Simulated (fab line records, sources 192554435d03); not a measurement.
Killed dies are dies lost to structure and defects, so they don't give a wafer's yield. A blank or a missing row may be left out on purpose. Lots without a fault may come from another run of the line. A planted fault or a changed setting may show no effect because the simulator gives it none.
fab line records | flow n5_finfet
record lots=7 wafers=21
route steps=1938 shown BEOL_M7@1263 BEOL_M8@1332 BEOL_M9@1446
start_h: hours from the record's first day to the start of the lot's first wafer shown | wait_h: hours since the lot's step before | " the same as in the row above | L1.1+2: a row that stands for several wafers | - no value, or no start given | * or withheld: withheld | < > ~ a bound
route shown NAME@n: a module of which the file shows steps, and the number in the route of the first | usual: mean/standard deviation of fault-free wafers | same: alike in all rows | chamber/n: place in a boat | sites: the reading at each site | _std_site: their standard deviation | _edge_site: outer sites' mean less inner sites' | radius_mm: how far each site lies from the wafer's centre | mask NAME#n: copy n | behind: the tool/chamber that last shaped the wafer | hold: why the lot was held/for how many hours/how that ended | device: the transistor (n, p or np) that didn't switch | end of line: the same wafers' tests at the end of the route | a step without rows: its recipe alone | killed: dies lost to structure and defects at the first sort, not the wafer's yield | map: a wafer's dies, x killed, . not, _ none there
set.NAME: the setting as run; set.NAME@STEP: as run at that earlier step | model.NAME: the simulator's own value behind a step, which no gauge read
lots whose settings were changed on purpose; a table a step, a row a wafer
## steps
# step N5_BEOL_M7_ILD_DEP_00
# recipe material=SiCOH_lowk target_thk_a=1797.5 temp_c=300 precursor=DEMS/porogen pressure_torr=5 rf_w=500 time_s=33.4
# columns lot.wafer tool chamber start_h wait_h set.time_s model.SiCOH_lowk_of_BEOL_M7_ILD_DEP_00.thk_nm
L077.1 pecvd-01 1 203.36 0.0 33.4 179.8
L077.2 " 0 " " 33.4 178.2
L077.5 " 0 " " 33.4 180.8
L079.4 pecvd-01 1 220.80 0.1 33.4 179.6
L079.5 " 0 " " 33.4 178.2
L079.6 " 1 " " 33.4 182.6
L082.1 pecvd-02 1 250.62 0.0 33.4 177.2
L082.4 " 2 " " 33.4 177.6
L082.5 " 0 " " 33.4 181.6
L086.1 pecvd-03 1 272.35 0.0 31.54 169.4
L086.3 " 2 " " 31.54 167
L086.5 " 2 " " 33.4 177
L087.2 pecvd-03 2 277.73 0.0 33.4 178
L087.3 " 0 " " 33.4 177
L087.5 " 2 " " 33.4 178.6
L093.1 pecvd-03 0 305.20 0.0 36.59 191.8
L093.5 " 2 " " 33.4 179.8
L093.6 " 1 " " 33.4 180.8
L097.1 pecvd-01 0 331.55 0.0 36.72 195.2
L097.4 " 0 " " 36.72 198.8
L097.6 " 2 " " 33.4 182
# step N5_BEOL_M7_CURE_74
# recipe temp_c=385 time_s=240 ambient=He/Ar material=SiCOH_lowk
# columns lot.wafer tool chamber start_h wait_h set.time_s@BEOL_M7_ILD_DEP_00 model.SiCOH_lowk_of_BEOL_M7_ILD_DEP_00.thk_nm
L077.1 uv_cure-03 1 203.45 0.1 33.4 155
L077.2 " 1 " " 33.4 153.8
L077.5 " 1 " " 33.4 156
L079.4 uv_cure-02 1 221.20 0.4 33.4 154.8
L079.5 " 1 " " 33.4 153.8
L079.6 " 1 " " 33.4 157.4
L082.1 uv_cure-01 2 250.69 0.0 33.4 152.8
L082.4 " 2 " " 33.4 153
L082.5 " 2 " " 33.4 156.6
L086.1 uv_cure-01 0 272.41 0.0 31.54 146
L086.3 " 0 " " 31.54 144
L086.5 " 0 " " 33.4 152.6
L087.2 uv_cure-03 0 277.88 0.1 33.4 153.6
L087.3 " 0 " " 33.4 152.6
L087.5 " 0 " " 33.4 154
L093.1 uv_cure-03 0 305.26 0.0 36.59 165.4
L093.5 " 0 " " 33.4 155
L093.6 " 0 " " 33.4 156
L097.1 uv_cure-02 2 331.62 0.0 36.72 168.6
L097.4 " 2 " " 36.72 171.6
L097.6 " 2 " " 33.4 157
# step N5_BEOL_M7_THK_MEAS_01
# recipe reads=SiCOH_lowk_of_BEOL_M7_ILD_DEP_00
# usual M7_ILD_THK=155.0/2.2
# columns lot.wafer tool chamber start_h wait_h set.time_s@BEOL_M7_ILD_DEP_00 M7_ILD_THK[nm]
L077.1 film_metro-02 - 203.96 0.4 33.4 155.0
L077.2 " - " " 33.4 153.8
L077.5 " - " " 33.4 156.1
L079.4 film_metro-01 - 221.48 0.2 33.4 154.9
L079.5 " - " " 33.4 153.8
L079.6 " - " " 33.4 157.5
L082.1 film_metro-02 - 251.20 0.4 33.4 152.8
L082.4 " - " " 33.4 153.2
L082.5 " - " " 33.4 156.8
L086.1 film_metro-02 - 273.41 0.8 31.54 146.0
L086.3 " - " " 31.54 143.7
L086.5 " - " " 33.4 152.6
L087.2 film_metro-01 - 278.31 0.4 33.4 153.5
L087.3 " - " " 33.4 152.6
L087.5 " - " " 33.4 154.1
L093.1 film_metro-02 - 305.77 0.4 36.59 165.5
L093.5 " - " " 33.4 155.1
L093.6 " - " " 33.4 156.1
L097.1 film_metro-01 - 332.13 0.4 36.72 168.6
L097.4 " - " " 36.72 171.5
L097.6 " - " " 33.4 156.8
# step N5_BEOL_M7_COAT_05
# recipe resist=CAR-ArF spin_rpm=1500 resist_thk_nm=90
# columns lot.wafer tool chamber start_h wait_h set.spin_rpm model.CAR-ArF_of_BEOL_M7_COAT_05.thk_nm
L077.1 litho_track-05 0 - - 1500 90.6
L077.2+5 " 0 " " 1500 90.4
L079.4+6 litho_track-03 0 - - 1500 90.2
L079.5 " 0 " " 1414 93
L082.1+5 litho_track-04 0 - - 1500 90.4
L082.4 " 0 " " 1500 90.2
L086.1 litho_track-03 0 - - 1598 86.8
L086.3 " 0 " " 1598 87
L086.5 " 0 " " 1500 89.8
L087.2 litho_track-05 0 - - 1500 89.4
L087.3 " 0 " " 1500 89.6
L087.5 " 0 " " 1439 91.4
L093.1 litho_track-05 0 - - 1500 89.8
L093.5 " 0 " " 1500 89.6
L093.6 " 0 " " 1500 90
L097.1 litho_track-04 0 - - 1500 89.8
L097.4 " 0 " " 1426 92.4
L097.6 " 0 " " 1500 90
# step N5_BEOL_M7_EBR_07
# recipe solvent=PGMEA ebr_width_mm=1.5
# step N5_BEOL_M7_SOFTBAKE_06
# recipe temp_c=110 time_s=60 resist=CAR-ArF
# step N5_BEOL_M7_EXPOSE_08
# recipe mask_id=M7 na=1.35 source_shape=dipole sigma_inner=0.817 sigma_outer=0.97 polarization=te dose_mj=68.25
# step N5_BEOL_M7_PEB_09
# recipe peb_temp_c=withheld peb_time_s=60 resist=CAR-ArF
# step N5_BEOL_M7_DEVELOP_10
# recipe develop_time_s=30 developer=TMAH resist=CAR-ArF rinse_liquid=diw dry=air_spin dev_temp_c=23
# columns lot.wafer tool chamber start_h wait_h set.spin_rpm@BEOL_M7_COAT_05 model.CAR-ArF_of_BEOL_M7_COAT_05.thk_nm
L077.1+2 litho_track-05 0 - - 1500 88.8
L077.5 " 0 " " 1500 88.6
L079.4+6 litho_track-04 0 - - 1500 88.6
L079.5 " 0 " " 1414 91.2
L082.1+5 litho_track-03 0 - - 1500 88.6
L082.4 " 0 " " 1500 88.4
L086.1 litho_track-03 0 - - 1598 85.2
L086.3 " 0 " " 1598 85.4
L086.5 " 0 " " 1500 88
L087.2 litho_track-03 0 - - 1500 87.6
L087.3 " 0 " " 1500 88
L087.5 " 0 " " 1439 89.6
L093.1 litho_track-03 0 - - 1500 88
L093.5 " 0 " " 1500 87.8
L093.6 " 0 " " 1500 88.4
L097.1 litho_track-05 0 - - 1500 88.2
L097.4 " 0 " " 1426 90.6
L097.6 " 0 " " 1500 88.4
# step N5_BEOL_M7_DESCUM_16
# recipe chemistry=O2 time_s=7.9 source_power_w=50 bias_power_w=20 pressure_mtorr=20 rf_frequency_hz=2.712e+07 temp_c=40 resist=CAR-ArF o2_flow_sccm=225
# columns lot.wafer tool chamber start_h wait_h set.spin_rpm@BEOL_M7_COAT_05 model.CAR-ArF_of_BEOL_M7_COAT_05.thk_nm
L077.1+2 rie_diel-03 3,1 205.87 0.0 1500 84
L077.5 " 0 " " 1500 83.8
L079.4+6 rie_diel-03 0,1 223.25 0.1 1500 83.6
L079.5 " 2 " " 1414 86.4
L082.1+4+5 rie_diel-06 0,3,0 254.21 0.0 1500 83.8
L086.1 rie_diel-06 0 275.86 1.2 1598 80.4
L086.3 " 3 " " 1598 80.6
L086.5 " 2 " " 1500 83.2
L087.2 rie_diel-06 1 281.41 1.0 1500 82.8
L087.3 " 0 " " 1500 83.2
L087.5 " 0 " " 1439 84.8
L093.1 rie_diel-03 0 308.20 1.1 1500 83.2
L093.5 " 0 " " 1500 83
L093.6 " 3 " " 1500 83.6
L097.1+6 rie_diel-06 3,2 333.81 0.3 1500 83.4
L097.4 " 2 " " 1426 85.8
# step N5_BEOL_M8_ILD_DEP_00
# recipe material=SiCOH_lowk target_thk_a=1797.5 temp_c=300 precursor=DEMS/porogen pressure_torr=5 rf_w=500 time_s=33.4
# columns lot.wafer tool chamber start_h wait_h set.time_s model.SiCOH_lowk_of_BEOL_M8_ILD_DEP_00.thk_nm
L077.1 pecvd-03 0 209.39 0.0 33.4 179.2
L077.2 " 2 " " 33.4 177
L077.5 " 0 " " 33.4 181.6
L079.4 pecvd-04 1 229.40 0.1 33.4 179.6
L079.5 " 2 " " 33.4 177
L079.6 " 0 " " 37.59 199.2
L082.1 pecvd-01 1 259.86 0.0 33.4 180.6
L082.4 " 0 " " 33.4 183.8
L082.5 " 2 " " 33.4 184.8
L086.1 pecvd-01 0 281.90 0.0 33.4 182.4
L086.3 " 2 " " 33.4 182.6
L086.5 " 2 " " 33.4 183.6
L087.2 pecvd-04 1 287.42 0.0 33.4 178
L087.3 " 2 " " 33.4 176.2
L087.5 " 1 " " 33.4 179.4
L093.1 pecvd-04 1 312.25 0.0 33.4 177.6
L093.5 " 2 " " 33.4 180.6
L093.6 " 0 " " 33.4 178.4
L097.1 pecvd-03 0 340.09 0.0 36.5 193
L097.4 " 0 " " 36.5 194.8
L097.6 " 2 " " 33.4 179.8
# step N5_BEOL_M8_CURE_74
# recipe temp_c=385 time_s=240 ambient=He/Ar material=SiCOH_lowk
# columns lot.wafer tool chamber start_h wait_h set.time_s@BEOL_M8_ILD_DEP_00 model.SiCOH_lowk_of_BEOL_M8_ILD_DEP_00.thk_nm
L077.1 uv_cure-03 0 209.46 0.0 33.4 154.6
L077.2 " 0 " " 33.4 152.6
L077.5 " 0 " " 33.4 156.6
L079.4 uv_cure-03 1 229.68 0.3 33.4 154.8
L079.5 " 1 " " 33.4 152.6
L079.6 " 1 " " 37.59 172
L082.1 uv_cure-03 1 259.93 0.0 33.4 155.6
L082.4 " 1 " " 33.4 158.6
L082.5 " 1 " " 33.4 159.4
L086.1 uv_cure-03 2 281.97 0.0 33.4 157.2
L086.3 " 2 " " 33.4 157.4
L086.5 " 2 " " 33.4 158.2
L087.2 uv_cure-01 1 287.56 0.1 33.4 153.4
L087.3 " 1 " " 33.4 151.8
L087.5 " 1 " " 33.4 154.8
L093.1 uv_cure-01 0 312.31 0.0 33.4 153.2
L093.5 " 0 " " 33.4 155.6
L093.6 " 0 " " 33.4 153.8
L097.1 uv_cure-03 0 340.16 0.0 36.5 166.6
L097.4 " 0 " " 36.5 168.2
L097.6 " 0 " " 33.4 155
# step N5_BEOL_M8_THK_MEAS_01
# recipe reads=SiCOH_lowk_of_BEOL_M8_ILD_DEP_00
# usual M8_ILD_THK=154.8/2.1
# columns lot.wafer tool chamber start_h wait_h set.time_s@BEOL_M8_ILD_DEP_00 M8_ILD_THK[nm]
L077.1 film_metro-02 - 209.97 0.4 33.4 154.7
L077.2 " - " " 33.4 152.7
L077.5 " - " " 33.4 156.7
L079.4 film_metro-01 - 229.96 0.2 33.4 154.7
L079.5 " - " " 33.4 152.6
L079.6 " - " " 37.59 172.0
L082.1 film_metro-01 - 260.44 0.4 33.4 155.5
L082.4 " - " " 33.4 158.5
L082.5 " - " " 33.4 159.4
L086.1 film_metro-01 - 282.48 0.4 33.4 157.2
L086.3 " - " " 33.4 157.4
L086.5 " - " " 33.4 158.2
L087.2 film_metro-01 - 288.00 0.4 33.4 153.4
L087.3 " - " " 33.4 151.9
L087.5 " - " " 33.4 154.8
L093.1 film_metro-02 - 312.82 0.4 33.4 153.2
L093.5 " - " " 33.4 155.7
L093.6 " - " " 33.4 153.6
L097.1 film_metro-02 - 340.67 0.4 36.5 166.6
L097.4 " - " " 36.5 168.1
L097.6 " - " " 33.4 155.1
# step N5_BEOL_M8_PECVD_70
# recipe material=SiO2 target_thk_a=200 temp_c=400 precursor=TEOS/O2 pressure_torr=5.5 rf_w=450 teos_flow_sccm=53.8 gas=O2 flow_sccm=3000 time_s=22.7
# columns lot.wafer tool chamber start_h wait_h set.temp_c model.SiO2_of_BEOL_M8_PECVD_70.thk_nm
L077.1+2+5 pecvd-01 0,1,0 210.01 0.0 400 20
L079.4 pecvd-04 1 230.01 0.1 400 20.6
L079.5 " 0 " " 400 20
L079.6 " 2 " " 400 20.4
L082.1 pecvd-03 1 260.48 0.0 400 19.4
L082.4+5 " 1,2 " " 400 19.8
L086.1 pecvd-03 1 282.52 0.0 391.2 21.2
L086.3+5 " 0,1 " " 391.2 21.4
L087.2 pecvd-04 1 288.03 0.0 400 19.8
L087.3 " 0 " " 400 20
L087.5 " 1 " " 400 20.4
L093.1 pecvd-03 2 312.86 0.0 414.5 17.8
L093.5 " 1 " " 414.5 18.4
L093.6 " 2 " " 400 19.8
L097.1 pecvd-03 2 340.70 0.0 400 20
L097.4 " 0 " " 406.1 19.6
L097.6 " 1 " " 406.1 19.4
# step N5_BEOL_M8_ETCH_62
# recipe chemistry=N2/H2 target=SOC target_depth_a=1100 overetch_a=220 mask_material=SiARC temp_c=40 time_s=165 ion_energy_ev=200 pressure_mtorr=30 source_w=840 bias_w=150 n2_flow_sccm=200 h2_flow_sccm=200
# usual rf_vpp_V=524.0/1.7
# columns lot.wafer tool chamber start_h wait_h set.source_w rf_vpp_V
L077.1 rie_diel-04 2 211.51 0.0 840 525.3
L077.2 " 3 " " 925.5 507.6
L077.5 " 0 " " 840 522.6
L079.4 rie_diel-02 0 230.74 0.0 840 524.4
L079.5 " 3 " " 840 523.4
L079.6 " 2 " " 840 526.1
L082.1 rie_diel-04 1 262.13 0.0 840 524.4
L082.4 " 0 " " 840 522.6
L082.5 " 2 " " 840 525.1
L086.1 rie_diel-04 1 285.30 0.0 840 523.9
L086.3 " 0 " " 840 523.1
L086.5 " 0 " " 840 522.3
L087.2 rie_diel-04 3 290.81 0.0 735 548.7
L087.3 " 0 " " 840 522.0
L087.5 " 2 " " 840 523.0
L093.1 rie_diel-02 1 314.46 0.0 840 522.1
L093.5 " 1 " " 840 524.3
L093.6 " 2 " " 840 524.8
L097.1 rie_diel-01 0 342.60 0.0 840 521.1
L097.4 " 2 " " 840 520.6
L097.6 " 0 " " 840 520.8
# step N5_BEOL_M9_TRENCH_ETCH_37
# recipe chemistry=C4F6/O2 target_depth_a=1514.3 target=SiCOH_lowk time_s=49 ion_energy_ev=250 pressure_mtorr=30 source_w=345 bias_w=185 Ar_flow_sccm=300 C4F6_flow_sccm=10 O2_flow_sccm=10
# columns lot.wafer tool chamber start_h wait_h set.time_s model.BEOL_M9.feature_depth_nm model.etch.depth_nm
L077.1 rie_diel-05 3 - - 51.85 165.4 165.3
L077.2 " 2 " " 49 156.4 156.4
L077.5 " 1 " " 51.85 160.8 160.9
L079.4 rie_diel-06 3 - - 49 148.6 148.5
L079.5 " 1 " " 55.68 172.4 172.4
L079.6 " 0 " " 55.68 174.2 174.1
L082.1 rie_diel-06 1 - - 49 148.8 148.7
L082.4 " 2 " " 49 154.6 154.6
L082.5 " 3 " " 49 147.2 147.2
L086.1 rie_diel-03 3 - - 56.24 168.6 168.5
L086.3 " 0 " " 49 153.8 153.8
L086.5 " 0 " " 49 151.8 151.8
L087.2 rie_diel-03 1 - - 41.04 124.4 124.5
L087.3 " 3 " " 49 148.6 148.6
L087.5 " 1 " " 41.04 125.2 125.2
L093.1 rie_diel-03 2 - - 49 156.8 156.9
L093.5 " 2 " " 49 156 156
L093.6 " 1 " " 54.71 166.8 166.7
L097.1 rie_diel-06 1 - - 49 147 147
L097.4 " 3 " " 49 145.8 145.8
L097.6 " 0 " " 49 151.2 151.2
# step N5_BEOL_M9_ETCH_41
# recipe chemistry=CH3F/O2 target=SiCN target_depth_a=366 taper_deg=2 time_s=70.1 ion_energy_ev=120 mask_material=TiN pressure_mtorr=30 source_w=395 bias_w=75 Ar_flow_sccm=150 CH3F_flow_sccm=30 O2_flow_sccm=20
# step N5_BEOL_M9_STRIP_80
# recipe chemistry=N2/H2 time_s=10 power_w=450 temp_c=40 pressure_mtorr=20 rf_frequency_hz=6e+07 bias_power_w=7 n2_flow_sccm=200 h2_flow_sccm=200
# step N5_BEOL_M9_OCD_MEAS_38
# usual trench_depth_nm=151/3.2
# columns lot.wafer tool chamber start_h wait_h set.time_s@BEOL_M9_TRENCH_ETCH_37 trench_depth_nm
L077.1 ocd-02 - 221.89 - 51.85 166
L077.2 " - " " 49 156
L077.5 " - " " 51.85 161
L079.4 ocd-02 - 238.72 - 49 149
L079.5 " - " " 55.68 173
L079.6 " - " " 55.68 175
L082.1 ocd-02 - 274.28 - 49 149
L082.4 " - " " 49 155
L082.5 " - " " 49 147
L086.1 ocd-01 - 296.67 - 56.24 169
L086.3 " - " " 49 154
L086.5 " - " " 49 152
L087.2 ocd-02 - 304.28 - 41.04 125
L087.3 " - " " 49 149
L087.5 " - " " 41.04 126
L093.1 ocd-01 - 326.57 - 49 157
L093.5 " - " " 49 156
L093.6 " - " " 54.71 167
L097.1 ocd-01 - 351.41 - 49 147
L097.4 " - " " 49 146
L097.6 " - " " 49 151
# step N5_BEOL_M9_HM_STRIP_39
# recipe chemistry=peroxide_tin_strip material=TiN target_depth_a=250 temp_c=50 time_s=158
# step N5_BEOL_M9_SRD_40
# recipe time_s=30 temp_c=23 rinse_liquid=diw dry=ipa_marangoni
# step N5_BEOL_M9_ECD_50
# recipe material=Cu target_thk_a=3180
# step N5_BEOL_M9_ANNEAL_51
# recipe temp_c=225 time_s=90 ambient=N2
# step N5_BEOL_M9_CMP_52
# recipe stop_on=SiCOH_lowk t_overpolish_s=7 down_force_psi=1 platen_rpm=50 clearing_platen_down_force_psi=1.5 clearing_platen_rpm=50 post_cmp_clean=cu_alkaline target_thk_nm=140 clearing_platen_pad_velocity_m_s=0.99484 pad_velocity_m_s=0.99484
# columns lot.wafer tool chamber start_h wait_h set.time_s@BEOL_M9_TRENCH_ETCH_37 model.Cu_of_BEOL_M9_ECD_50.thk_nm
L077.2 cmp-03 0 224.39 0.3 49 147.2
L077.1 " 1 " " 51.85 155.2
L077.5 " 3 " " 51.85 150.6
L079.4 cmp-02 3 241.02 0.1 49 137
L079.5 " 3 " " 55.68 161.4
L079.6 " 0 " " 55.68 162.8
L082.4 cmp-02 2 276.06 0.1 49 143.4
L082.1 " 0 " " 49 134.6
L082.5 " 2 " " 49 136.4
L086.1 cmp-03 3 298.46 0.3 56.24 155.8
L086.3 " 1 " " 49 142
L086.5 " 3 " " 49 140.2
L087.3 cmp-02 1 307.34 0.2 49 138.6
L087.2 " 3 " " 41.04 112.4
L087.5 " 0 " " 41.04 112.2
L093.1 cmp-02 1 329.05 0.3 49 145.6
L093.5 " 0 " " 49 142.6
L093.6 " 1 " " 54.71 155.8
L097.4 cmp-03 0 353.28 0.1 49 136
L097.1 " 3 " " 49 137
L097.6 " 1 " " 49 141.2
# step N5_BEOL_M9_THK_MEAS_53
# recipe thk_meas_gauge=xrf reads=Cu_of_BEOL_M9_ECD_50
# usual M9_THK=145/3.7
# columns lot.wafer tool chamber start_h wait_h set.time_s@BEOL_M9_TRENCH_ETCH_37 M9_THK[nm]
L077.1 film_metro-01 - 224.61 - 51.85 160
L077.2 " - " " 49 151
L077.5 " - " " 51.85 155
L079.4 film_metro-02 - 241.32 - 49 142
L079.5 " - " " 55.68 166
L079.6 " - " " 55.68 168
L082.1 film_metro-01 - 276.35 - 49 139
L082.4 " - " " 49 148
L082.5 " - " " 49 141
L086.1 film_metro-02 - 298.71 - 56.24 161
L086.3 " - " " 49 148
L086.5 " - " " 49 146
L087.2 film_metro-01 - 307.60 - 41.04 116
L087.3 " - " " 49 143
L087.5 " - " " 41.04 116
L093.1 film_metro-02 - 329.31 - 49 151
L093.5 " - " " 49 148
L093.6 " - " " 54.71 162
L097.1 film_metro-01 - 353.58 - 49 142
L097.4 " - " " 49 141
L097.6 " - " " 49 146
# step N5_BEOL_M9_PRE_CLEAN_55
# recipe gas=NH3 time_s=15 temp_c=withheld rf_power_w=300
# step N5_BEOL_M9_DEP_56
# recipe material=SiCN target_thk_a=150 temp_c=withheld precursor=3MS/NH3 pressure_torr=3 rf_w=202 time_s=26.5
# step N5_BEOL_M9_RS_MEAS_57
# recipe thk_meas_gauge=four-point-probe reads=Cu_of_BEOL_M9_ECD_50+Co_of_BEOL_M9_CVD_78+TaN_of_BEOL_M9_ALD_74
# usual M9_RS=0.151/0.004
# columns lot.wafer tool chamber start_h wait_h set.time_s@BEOL_M9_TRENCH_ETCH_37 M9_RS[ohm/sq]
L077.1 film_metro-01 - 224.75 0.1 51.85 0.135
L077.2 " - " " 49 0.142
L077.5 " - " " 51.85 0.139
L079.4 film_metro-01 - 241.45 0.0 49 0.154
L079.5 " - " " 55.68 0.129
L079.6 " - " " 55.68 0.127
L082.1 film_metro-01 - 276.49 0.1 49 0.157
L082.4 " - " " 49 0.147
L082.5 " - " " 49 0.155
L086.1 film_metro-02 - 298.85 0.1 56.24 0.134
L086.3 " - " " 49 0.148
L086.5 " - " " 49 0.151
L087.2 film_metro-02 - 307.74 0.1 41.04 0.193
L087.3 " - " " 49 0.152
L087.5 " - " " 41.04 0.193
L093.1 film_metro-01 - 329.44 0.1 49 0.144
L093.5 " - " " 49 0.148
L093.6 " - " " 54.71 0.134
L097.1 film_metro-01 - 353.71 0.1 49 0.155
L097.4 " - " " 49 0.156
L097.6 " - " " 49 0.149
## key
split step=N5_BEOL_M7_ILD_DEP_00 setting=time_s stated=33.4 by=wafer
response step=N5_BEOL_M7_ILD_DEP_00 reading=model.SiCOH_lowk_of_BEOL_M7_ILD_DEP_00.thk_nm change=+1.39 per=1% r=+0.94
response step=N5_BEOL_M7_CURE_74 reading=model.SiCOH_lowk_of_BEOL_M7_ILD_DEP_00.thk_nm change=+1.21 per=1% r=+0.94
response step=N5_BEOL_M7_THK_MEAS_01 reading=M7_ILD_THK change=+1.22 per=1% r=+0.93
split step=N5_BEOL_M7_COAT_05 setting=spin_rpm stated=1500 by=wafer
response step=N5_BEOL_M7_COAT_05 reading=model.CAR-ArF_of_BEOL_M7_COAT_05.thk_nm change=-0.473 per=1% r=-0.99
response step=N5_BEOL_M7_DEVELOP_10 reading=model.CAR-ArF_of_BEOL_M7_COAT_05.thk_nm change=-0.44 per=1% r=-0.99
response step=N5_BEOL_M7_DESCUM_16 reading=model.CAR-ArF_of_BEOL_M7_COAT_05.thk_nm change=-0.454 per=1% r=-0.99
split step=N5_BEOL_M8_ILD_DEP_00 setting=time_s stated=33.4 by=wafer
response step=N5_BEOL_M8_ILD_DEP_00 reading=model.SiCOH_lowk_of_BEOL_M8_ILD_DEP_00.thk_nm change=+1.61 per=1% r=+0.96
response step=N5_BEOL_M8_CURE_74 reading=model.SiCOH_lowk_of_BEOL_M8_ILD_DEP_00.thk_nm change=+1.42 per=1% r=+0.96
response step=N5_BEOL_M8_THK_MEAS_01 reading=M8_ILD_THK change=+1.42 per=1% r=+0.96
split step=N5_BEOL_M8_PECVD_70 setting=temp_c stated=400 by=wafer
response step=N5_BEOL_M8_PECVD_70 reading=model.SiO2_of_BEOL_M8_PECVD_70.thk_nm change=-0.448 per=1% r=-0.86
split step=N5_BEOL_M8_ETCH_62 setting=source_w stated=840 by=wafer
response step=N5_BEOL_M8_ETCH_62 reading=rf_vpp_V change=-1.9 per=1% r=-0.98
split step=N5_BEOL_M9_TRENCH_ETCH_37 setting=time_s stated=49 by=wafer
response step=N5_BEOL_M9_TRENCH_ETCH_37 reading=model.BEOL_M9.feature_depth_nm change=+1.33 per=1% r=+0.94
response step=N5_BEOL_M9_TRENCH_ETCH_37 reading=model.etch.depth_nm change=+1.33 per=1% r=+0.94
response step=N5_BEOL_M9_OCD_MEAS_38 reading=trench_depth_nm change=+1.34 per=1% r=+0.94
response step=N5_BEOL_M9_CMP_52 reading=model.Cu_of_BEOL_M9_ECD_50.thk_nm change=+1.38 per=1% r=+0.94
response step=N5_BEOL_M9_THK_MEAS_53 reading=M9_THK change=+1.41 per=1% r=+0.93
response step=N5_BEOL_M9_RS_MEAS_57 reading=M9_RS change=-0.0017 per=1% r=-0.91
